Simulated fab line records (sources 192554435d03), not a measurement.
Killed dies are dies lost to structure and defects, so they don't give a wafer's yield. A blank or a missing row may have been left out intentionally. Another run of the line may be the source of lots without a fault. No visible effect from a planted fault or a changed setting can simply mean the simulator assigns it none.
A single fault, viewed from 2 desks :: flow n5-finfet :: what lay behind the numbers comes last; until then each desk has only its own

FROM THE METROLOGY DESK
What the gauges read, lot by lot, whatever tool the lot ran on: means of the sampled wafers that have a number. If a lot's mean is further than 4 standard deviations from the usual mean, the lot is out of limits and carries the mark OUT (the distance appears in the brackets). Of its 10 readings 7 are shown: those that lie furthest out on some lot.
Columns: A = DIBL_N at N5_BEOL_M4_RC_MEAS_101, usual 37.1 mV/V; B = IOFF_N at N5_BEOL_M4_RC_MEAS_101, usual 0.17 nA/um; C = IOFF_P at N5_BEOL_M4_RC_MEAS_101, usual 0.22 nA/um; D = ION_N at N5_BEOL_M4_RC_MEAS_101, usual 680 uA/um; E = SS_P at N5_BEOL_M4_RC_MEAS_101, usual 73.6 mV/dec; F = VT_N at N5_BEOL_M4_RC_MEAS_101, usual 248.9 mV; G = VT_P at N5_BEOL_M4_RC_MEAS_101, usual -251 mV
lot: L738
first seen here: day 8 19:38
A: 35.4
B: 0.17
C: 0.20
D: 677
E: 73.3
F: 248.3
G: -252

lot: L739
first seen here: day 8 22:56
A: 36.2
B: 0.16
C: 0.20
D: 681
E: 73.4
F: 248.5
G: -253

lot: L741
first seen here: day 10 00:36
A: 39.4
B: 0.21
C: 0.24
D: 693
E: 74.5
F: 245.6
G: -248

lot: L750
first seen here: day 12 10:49
A: 37.5
B: 0.16
C: 0.17
D: 674
E: 73.0
F: 250.0
G: -256

lot: L751
first seen here: day 12 17:54
A: 38.5
B: 0.20
C: 0.23
D: 684
E: 73.9
F: 247.0
G: -250

lot: L754
first seen here: day 12 22:56
A: 34.3
B: 0.14
C: 0.21
D: 678
E: 73.4
F: 250.2
G: -250

lot: L755
first seen here: day 13 19:06
A: 39.0
B: 0.22
C: 0.26
D: 694
E: 74.4
F: 244.6
G: -248

lot: L757
first seen here: day 14 06:01
A: 37.7
B: 0.18
C: 0.22
D: 680
E: 73.6
F: 246.8
G: -251

lot: L759
first seen here: day 14 13:47
A: 37.7
B: 0.19
C: 0.26
D: 686
E: 73.2
F: 247.1
G: -244
This desk found nothing out of limits on any of the 9 lots.

DESK OF THE TOOL OWNER: rie-diel-01
The tool's own readings at N5_SDB_ETCH_18 (etches SOC in N2/H2, target depth 100 nm, overetch 20 nm, time 150 s): means of the sampled wafers that have a number, for each lot that ran on this tool. If a lot's mean is further than 4 standard deviations from the usual mean, the lot is out of limits and carries the mark OUT (the distance appears in the brackets).
Columns: A = drypump-motor-current-A at N5_SDB_ETCH_18, usual 5.5 A; B = oes-product-au at N5_SDB_ETCH_18, usual 0.73 a.u.; C = rf-vpp-V at N5_SDB_ETCH_18, usual 525.3 V; D = showerhead-plenum-p-Torr at N5_SDB_ETCH_18, usual 2.60 Torr; E = throttle-valve-pct at N5_SDB_ETCH_18, usual 17.88 %
lot: L738
first seen here: day 4 07:22
A: 5.5
B: 0.70
C: 525.9
D: 2.63
E: 17.80

lot: L739
first seen here: day 4 17:20
A: 5.1
B: 0.72
C: 526.7
D: 2.62
E: 17.79

lot: L741
first seen here: day 5 00:59
A: 5.2
B: 0.67
C: 526.7
D: 2.62
E: 17.78

lot: L755
first seen here: day 8 11:11
A: 5.6
B: 0.71
C: 524.6
D: 2.60
E: 17.79
This desk found nothing out of limits on any of the 4 lots.

PUT TOGETHER
Metrology desk: nothing out of limits seen.
Nothing out of limits was seen by the tool owner's desk.

WHAT THE SIMULATOR PUT IN
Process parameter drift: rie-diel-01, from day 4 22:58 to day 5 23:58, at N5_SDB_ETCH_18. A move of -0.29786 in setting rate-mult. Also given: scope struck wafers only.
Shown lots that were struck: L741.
